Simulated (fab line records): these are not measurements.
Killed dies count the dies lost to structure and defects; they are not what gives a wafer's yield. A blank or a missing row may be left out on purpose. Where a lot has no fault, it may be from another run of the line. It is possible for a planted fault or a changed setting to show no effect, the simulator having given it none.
Matching of chambers + flow n5_finfet + rie_diel-01 running N5_BEOL_M2_ETCH_64: 4 sister chambers
The step etches SOC in N2/H2, target depth 75 nm, overetch 22.5 nm, time 121.9 s. 8 wafers are shown with their chamber, then 10 later ones without.

== EACH WAFER AND ITS CHAMBER ==
| wafer  | chamber | throttle_valve_pct (%) | oes_product_au (a.u.) |
|--------|---------|------------------------|-----------------------|
| L082.4 | 0       | 17.57                  | 0.63                  |
| L085.4 | 2       | 17.80                  | 0.54                  |
| L085.6 | 1       | 17.86                  | 0.52                  |
| L089.1 | 0       | 17.60                  | 0.61                  |
| L089.2 | 1       | 17.89                  | 0.51                  |
| L089.4 | 3       | 18.03                  | 0.57                  |
| L092.1 | 3       | 18.03                  | 0.58                  |
| L092.2 | 2       | 17.83                  | 0.53                  |

== WAFERS WITHOUT THEIR CHAMBER ==
| wafer  | throttle_valve_pct (%) | oes_product_au (a.u.) |
|--------|------------------------|-----------------------|
| L092.3 | 17.88                  | 0.51                  |
| L091.1 | 17.62                  | 0.61                  |
| L091.4 | 18.04                  | 0.58                  |
| L091.6 | 17.61                  | 0.60                  |
| L093.3 | 17.61                  | 0.60                  |
| L093.4 | 18.03                  | 0.57                  |
| L093.6 | 17.84                  | 0.52                  |
| L097.1 | 17.46                  | 0.70                  |
| L097.4 | 17.86                  | 0.52                  |
| L097.6 | 17.86                  | 0.52                  |

== CHAMBER TAKEN BY EACH ==
| wafer  | from the rows above     | in truth                   |
|--------|-------------------------|----------------------------|
| L092.3 | 1                       | 1                          |
| L091.1 | 0                       | 0                          |
| L091.4 | 3                       | 3                          |
| L091.6 | 0                       | 0                          |
| L093.3 | 0                       | 0                          |
| L093.4 | 3                       | 3                          |
| L093.6 | can't be placed: 1 or 2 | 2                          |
| L097.1 | 0                       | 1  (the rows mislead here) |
| L097.4 | can't be placed: 1 or 2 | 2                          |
| L097.6 | can't be placed: 1 or 2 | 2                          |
Correctly placed: 6 of 10. Cannot be placed on the basis of these rows: 3; the candidates contain the true chamber in 3. 1 placed wrongly.
How it was worked out, from the rows above alone: a wafer's distance from a chamber is the root of the sum, over the readings, of the square of ((its reading less the chamber's mean) divided by the reading's scatter). If the next closest chamber is less than 2 further off than the closest, the wafer can't be placed; otherwise it belongs to the closest. The mean given for a chamber averages the wafers shown for that chamber. How the scatter is found: for the shown wafers, subtract from each reading the mean of its chamber, square and add these, divide the total by (wafers less chambers), then take the root.
